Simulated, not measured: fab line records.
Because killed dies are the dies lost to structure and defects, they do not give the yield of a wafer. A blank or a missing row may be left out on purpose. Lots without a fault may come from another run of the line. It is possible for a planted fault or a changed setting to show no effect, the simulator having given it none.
A struck lot beside a sound one / flow nandHarc / 13 steps out of a route of 1302
Sound: the wafers L691.3, L691.4, L691.5. Struck: wafers L700.3, L700.6. Last of all comes the cause.
Per side, at each step with rows, come the tool, then ch with its chambers, and then its first start. Under that, the readings that differ: sound wafers / struck wafers / difference of the means / sigmas: that difference in standard deviations of wafers without a fault.
alike: readings with means less than 2 such deviations apart, plus words and numbers identical on both sides. not compared: withheld readings, readings lacking a value on some wafer, bounds such as >300 that could conceal the same value, and numbers that have no deviation in the record and whose values overlap.
The two part at a step that has a row with sigmas, a row that says differs or no value, or rows on one side only. Non-overlapping numbers with no deviation appear without sigmas and do not part them. A reading missing from all wafers of one side parts the sides only when that side holds two or more wafers.

NHARC_A_SOURCE_PLATE_THK_MEAS_09: measures by ellipsometry.
  struck on filmMetro-02, day 11 18:31; sound on filmMetro-01, day 7 19:28
  alike: thkNm
then, 3 steps without rows for these wafers: NHARC_A_SOURCE_PLATE_PVD_04 (deposits WSi2, target thk 50 nm); NHARC_A_SOURCE_PLATE_CVD_03 (deposits poly-Si, target thk 200 nm, time 4000 s); NHARC_A_SOURCE_PLATE_ANNEAL_05 (time 1800 s).
NHARC_A_SOURCE_PLATE_THK_MEAS_06: measures by ellipsometry.
  struck on filmMetro-01, day 12 07:24; sound on filmMetro-02, day 8 08:22
  alike: thkNm
NHARC_A_SOURCE_PLATE_INSPECT_08:
  struck on defectInspect-01, day 12 07:28; sound on defectInspect-01, day 8 08:26
  alike: rawDefectCount
then, 1 step without rows for these wafers: NHARC_A_ONON_D1_DEP_00 (target thk 1000 nm).
NHARC_A_ONON_D1_THK_MEAS_02: measures by ellipsometry.
  struck on filmMetro-02, day 12 08:02; sound on filmMetro-02, day 8 09:01
  alike: thkNm
then, 1 step without rows for these wafers: NHARC_A_ONON_D1_DEP_03 (target thk 1000 nm).
NHARC_A_ONON_D1_THK_MEAS_05: measures by ellipsometry.
  struck on filmMetro-02, day 12 08:35; sound on filmMetro-02, day 8 09:35
  alike: thkNm
NHARC_A_ONON_D1_DEP_06: target thk 1000 nm.
  sound on pecvdOnon-01 ch 0, day 8 09:46; struck on pecvdOnon-04 ch 0, day 12 08:46
NHARC_A_ONON_D1_THK_MEAS_08: measures by ellipsometry.
  struck on filmMetro-02, day 12 09:10; sound on filmMetro-01, day 8 10:09
reading=thkNm (nm); sound=1014 1016 1014; struck=895 895; difference=-120; sigmas=-12
then, 1 step without rows for these wafers: NHARC_A_ONON_D1_DEP_09 (target thk 1000 nm).

== WHERE THEY PART ==
Within this record, at NHARC_A_ONON_D1_THK_MEAS_08 only.

WHY: the cause the simulator had injected
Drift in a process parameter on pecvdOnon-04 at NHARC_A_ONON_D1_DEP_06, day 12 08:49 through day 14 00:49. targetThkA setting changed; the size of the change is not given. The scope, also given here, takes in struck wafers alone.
